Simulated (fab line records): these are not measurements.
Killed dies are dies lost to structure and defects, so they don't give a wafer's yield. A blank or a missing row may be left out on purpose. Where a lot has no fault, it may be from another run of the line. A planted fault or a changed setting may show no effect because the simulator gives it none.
Which of the tools did it?    flow nand harc    Sampling: 13 lots, 39 wafers, 6 of 1302 route steps

WHAT THE GAUGES READ, wafer by wafer
NHARC_P_CONTACT_INSPECT_14. Usual: raw defect count at 4.2, with a standard deviation of 2.5.
lot   measured      on                 raw defect count  flag
L185  day 6 03:58   defect inspect-01  1 5 3             
L186  day 6 10:34   defect inspect-02  6 6 7             
L188  day 7 00:08   defect inspect-02  4 3 6             
L189  day 7 14:29   defect inspect-02  4 7 4             
L198  day 11 02:54  defect inspect-02  1 1 3             
L199  day 12 04:49  defect inspect-02  2 4 2             
L202  day 13 00:22  defect inspect-02  1 5 3             
L203  day 13 18:13  defect inspect-01  4 6 3             
L205  day 14 01:16  defect inspect-02  1 6 4             
L204  day 14 01:31  defect inspect-02  4 4 7             
L206  day 14 12:43  defect inspect-02  6 11 11           
L207  day 14 23:55  defect inspect-01  12 11 6           
L208  day 15 08:34  defect inspect-02  10 2 3            

NHARC_P_M0_INSPECT_11. Usual: raw defect count at 4.5, with a standard deviation of 2.6.
lot   measured      on                 raw defect count         flag
L185  day 6 08:07   defect inspect-01  2 3 4                    
L186  day 6 14:53   defect inspect-01  6 2 6                    
L188  day 7 04:28   defect inspect-01  398 328 374 401 338 374  OFF
L189  day 7 18:41   defect inspect-01  400 386 428 399 375 424  OFF
L198  day 11 08:15  defect inspect-01  1 2 4                    
L199  day 12 09:21  defect inspect-02  5 6 7                    
L202  day 13 04:24  defect inspect-02  4 2 2                    
L203  day 13 22:23  defect inspect-02  4 6 4                    
L205  day 14 05:28  defect inspect-01  3 9 3                    
L204  day 14 05:43  defect inspect-02  7 7 7                    
L206  day 14 17:01  defect inspect-02  9 10 11                  
L207  day 15 03:58  defect inspect-02  13 15 7                  
L208  day 15 12:43  defect inspect-01  7 4 5                    

NHARC_END_SORT_01. Usual: defect limited yield 91.6 %, standard deviation 2.8; killed at array 52, standard deviation 18; killed at other 0.6, standard deviation 1.1; killed at periphery 3.7, standard deviation 2.4; killed dies 57, standard deviation 19; killed open 3.1, standard deviation 1.7; killed short 2.5, standard deviation 1.7; sort_bin_2_pct 3.0 %, standard deviation 1.2; sort_bin_3_pct 0.6 %, standard deviation 0.38; sort_bin_4_pct 4.8 %, standard deviation 1.7; sort n pass 620, standard deviation 19; sort rim yield pct 91 %, standard deviation 4.1; sort yield pct 91.6 %, standard deviation 2.8.
lot   measured      on         defect limited yield (%)  killed at array  killed at other  killed at periphery  killed dies  killed open  killed short  sort_bin_2_pct (%)  sort_bin_3_pct (%)  sort_bin_4_pct (%)  sort n pass  sort rim yield pct (%)  sort yield pct (%)  flag
L202  day 31 09:53  prober-01  90.4 90.0 88.6            63 64 73         0 0 0            2 4 4                65 68 77     4 2 2        3 0 0         4.3 3.1 3.4         0.7 0.4 0.4         4.6 6.5 7.5         612 609 600  91 85 89                90.4 90.0 88.6      

WHAT TOOL EACH LOT RAN ON (gives the tool, then ch and the chambers of the sampled wafers, and finally the start)
lot   NHARC_P_CONTACT_PVD_32                   NHARC_P_M0_DEP_00                NHARC_P_M0_ETCH_34
L185  pvd sputter-03, day 6 07:25 or earlier   pecvd-04 ch 0,1,2, day 6 07:25   rie diel-13 ch 0,2,3, day 6 08:17
L186  pvd sputter-02, day 6 13:55 or earlier   pecvd-04 ch 1,2, day 6 13:55     rie diel-13 ch 2,3, day 6 15:02
L188  pvd sputter-01, day 7 03:34 or earlier   pecvd-04 ch 0,1,2, day 7 03:34   -
L189  pvd sputter-01, day 7 17:44 or earlier   pecvd-04 ch 0,1, day 7 17:44     -
L198  pvd sputter-03, day 11 07:33 or earlier  pecvd-04 ch 0,1,2, day 11 07:33  rie diel-13 ch 2,3, day 11 08:23
L199  pvd sputter-03, day 12 08:23 or earlier  pecvd-02 ch 0,1, day 12 08:23    rie diel-02 ch 0,1, day 12 09:30
L202  pvd sputter-01, day 13 03:34 or earlier  pecvd-01 ch 0,1,2, day 13 03:34  rie diel-13 ch 0,1,2, day 13 04:45
L203  pvd sputter-03, day 13 21:31 or earlier  pecvd-01 ch 0,1, day 13 21:31    rie diel-13 ch 1,2, day 13 22:32
L205  pvd sputter-01, day 14 04:29 or earlier  pecvd-04 ch 0,1,2, day 14 04:29  rie diel-05 ch 0,3, day 14 05:37
L204  pvd sputter-02, day 14 04:46 or earlier  pecvd-04 ch 0,1,2, day 14 04:46  rie diel-13 ch 0,1,2, day 14 05:52
L206  pvd sputter-03, day 14 16:09 or earlier  pecvd-01 ch 1,2, day 14 16:09    rie diel-13 ch 1,2, day 14 17:10
L207  pvd sputter-03, day 15 03:07 or earlier  pecvd-04 ch 0,1, day 15 03:07    rie diel-13 ch 0,1,3, day 15 04:07
L208  pvd sputter-03, day 15 11:46 or earlier  pecvd-04 ch 0,1,2, day 15 11:46  rie diel-02 ch 0,1,3, day 15 12:52
- NHARC_P_CONTACT_PVD_32: deposits Ti, target thk 5 nm, time 17.7 s.
- NHARC_P_M0_DEP_00: deposits SiOC, target thk 150 nm.
- NHARC_P_M0_ETCH_34: etches the open film in N2/H2, target depth 40 nm, overetch 12 nm, time 43.94 s.

WHAT THE TOOLS THEMSELVES READ (means of the sampled wafers that have a number; where no wafer has one, the mark that the record gives instead)
NHARC_P_CONTACT_PVD_32. Usual: throttle valve pct at 30.2 %, with a standard deviation of 0.97.
lot   tool            throttle valve pct (%)  flag
L185  pvd sputter-03  30.1                    
L186  pvd sputter-02  29.9                    
L188  pvd sputter-01  29.1                    
L189  pvd sputter-01  30.2                    
L198  pvd sputter-03  29.8                    
L199  pvd sputter-03  30.6                    
L202  pvd sputter-01  30.3                    
L203  pvd sputter-03  30.4                    
L205  pvd sputter-01  30.3                    
L204  pvd sputter-02  29.6                    
L206  pvd sputter-03  30.3                    
L207  pvd sputter-03  30.3                    
L208  pvd sputter-03  29.8                    

NHARC_P_M0_ETCH_34. Usual: drypump motor current A 5.7 A, standard deviation 0.47; oes product au 1.003 a.u., standard deviation 0.0083; rf vpp V 432.1 V, standard deviation 1.5; showerhead plenum p Torr 2.10 Torr, standard deviation 0.045; throttle valve pct 14.171 %, standard deviation 0.0099.
lot   tool         drypump motor current A (A)  oes product au (a.u.)  rf vpp V (V)  showerhead plenum p Torr (Torr)  throttle valve pct (%)  flag
L185  rie diel-13  5.7                          0.996                  432.3         2.10                             14.181                  
L186  rie diel-13  5.7                          1.010                  433.4         2.13                             14.178                  
L198  rie diel-13  5.7                          0.998                  432.8         2.13                             14.170                  
L199  rie diel-02  5.3                          0.996                  433.7         2.16                             14.163                  
L202  rie diel-13  6.0                          1.001                  432.2         2.09                             14.181                  
L203  rie diel-13  6.1                          0.997                  431.9         2.11                             14.169                  
L205  rie diel-05  5.1                          1.006                  434.1         2.16                             14.173                  
L204  rie diel-13  6.0                          1.004                  431.5         2.09                             14.181                  
L206  rie diel-13  6.1                          1.004                  432.3         2.11                             14.168                  
L207  rie diel-13  5.7                          1.011                  431.6         2.08                             14.172                  
L208  rie diel-02  5.4                          0.998                  431.8         2.09                             14.176                  

THE ANSWER, worked out from the rows above alone
Rule: take the mean of a lot's wafers that have a number; if it is more than 3 standard deviations from the usual mean, the lot is off. A lot without any number at a reading at which 4 lots or more have one is off too. All remaining lots with rows at the step are treated as sound. Order of review: gauges by route order, followed by the tools' own readings, for which a lot's mean as printed above is used. At the first step where some lot is off, the reading lying furthest off is the one used; lots without a number count as furthest.
Off at NHARC_P_M0_INSPECT_11 (raw defect count): L188, L189.
If a tool, at a process step before that reading, ran all the lots that are off and no sound lot after the first of them, it fits. Gauges at NHARC_P_M0_INSPECT_11: tried the same way as those tools. Because NHARC_P_CONTACT_PVD_32 lacks a start for some lots, the hours and order of its lots are taken from NHARC_P_M0_DEP_00. No candidate that was tried fits.

WHAT THE SIMULATOR HAD PUT IN
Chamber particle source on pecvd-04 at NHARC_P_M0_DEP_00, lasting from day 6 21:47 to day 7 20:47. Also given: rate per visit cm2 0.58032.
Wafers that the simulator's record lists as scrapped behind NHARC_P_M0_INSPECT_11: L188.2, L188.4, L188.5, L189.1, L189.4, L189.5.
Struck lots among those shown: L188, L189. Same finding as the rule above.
